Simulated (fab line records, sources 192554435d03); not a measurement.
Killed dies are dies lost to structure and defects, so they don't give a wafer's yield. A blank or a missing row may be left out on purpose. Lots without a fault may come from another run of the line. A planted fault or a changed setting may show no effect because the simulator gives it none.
One fault seen from 2 desks | flow n5_finfet | each desk has only its own numbers; what lay behind them comes last

THE METROLOGY DESK
What the gauges read, lot by lot, whatever tool the lot ran on: means of the sampled wafers that have a number. A lot is out of limits, marked OUT, if its mean lies more than 4 standard deviations from the usual mean; the brackets give that distance. Of its 11 readings 7 are shown: those that lie furthest out on some lot.
Columns: A = IOFF_N at N5_BEOL_M4_RC_MEAS_101, usual 0.17 nA/um; B = IOFF_P at N5_BEOL_M4_RC_MEAS_101, usual 0.22 nA/um; C = ION_N at N5_BEOL_M4_RC_MEAS_101, usual 677 uA/um; D = ION_P at N5_BEOL_M4_RC_MEAS_101, usual 463 uA/um; E = SS_N at N5_BEOL_M4_RC_MEAS_101, usual 71.6 mV/dec; F = SS_P at N5_BEOL_M4_RC_MEAS_101, usual 73.3 mV/dec; G = VT_P at N5_BEOL_M4_RC_MEAS_101, usual -250 mV
lot  | first seen here | A    | B    | C   | D   | E    | F    | G
L397 | day 3 06:25     | 0.17 | 0.22 | 685 | 471 | 71.6 | 73.2 | -247
L402 | day 4 12:16     | 0.19 | 0.21 | 675 | 453 | 72.1 | 73.1 | -251
L403 | day 4 20:14     | 0.17 | 0.20 | 675 | 460 | 71.7 | 73.1 | -252
L405 | day 5 06:17     | 0.19 | 0.23 | 684 | 464 | 72.9 | 74.0 | -251
L407 | day 5 18:40     | 0.18 | 0.21 | 681 | 461 | 71.5 | 73.8 | -252
L408 | day 6 00:55     | 0.13 | 0.17 | 663 | 460 | 70.9 | 72.3 | -252
L414 | day 7 12:46     | 0.18 | 0.25 | 681 | 471 | 71.9 | 73.2 | -246
This desk's finding: nothing out of limits on any of the 7 lots.

THE TOOL OWNER'S DESK: rie_diel-04
The tool's own readings at N5_FIN_SAQP_ETCH_52 (etches SOC in N2/H2, target depth 100 nm, overetch 20 nm, time 150 s): means of the sampled wafers that have a number, for each lot that ran on this tool. A lot is out of limits, marked OUT, if its mean lies more than 4 standard deviations from the usual mean; the brackets give that distance.
Columns: A = bias_w at N5_FIN_SAQP_ETCH_52, usual 150.0 W; B = drypump_motor_current_A at N5_FIN_SAQP_ETCH_52, usual 5.8 A; C = oes_product_au at N5_FIN_SAQP_ETCH_52, usual 0.69 a.u.; D = rf_vpp_V at N5_FIN_SAQP_ETCH_52, usual 524.4 V; E = showerhead_plenum_p_Torr at N5_FIN_SAQP_ETCH_52, usual 2.56 Torr; F = throttle_valve_pct at N5_FIN_SAQP_ETCH_52, usual 17.81 %
lot  | first seen here | A     | B   | C    | D     | E    | F
L402 | day 4 10:21     | 149.9 | 5.9 | 0.76 | 523.9 | 2.55 | 17.65
L403 | day 4 16:27     | 150.1 | 6.1 | 0.70 | 525.5 | 2.61 | 17.96
L405 | day 5 03:48     | 149.8 | 5.7 | 0.60 | 526.7 | 2.62 | 17.93
L408 | day 5 22:53     | 150.6 | 5.9 | 0.61 | 524.0 | 2.52 | 18.07
This desk's finding: nothing out of limits on any of the 4 lots.

PUT TOGETHER
The metrology desk saw nothing out of limits.
The tool owner's desk saw nothing out of limits.

WHAT THE SIMULATOR HAD PUT IN
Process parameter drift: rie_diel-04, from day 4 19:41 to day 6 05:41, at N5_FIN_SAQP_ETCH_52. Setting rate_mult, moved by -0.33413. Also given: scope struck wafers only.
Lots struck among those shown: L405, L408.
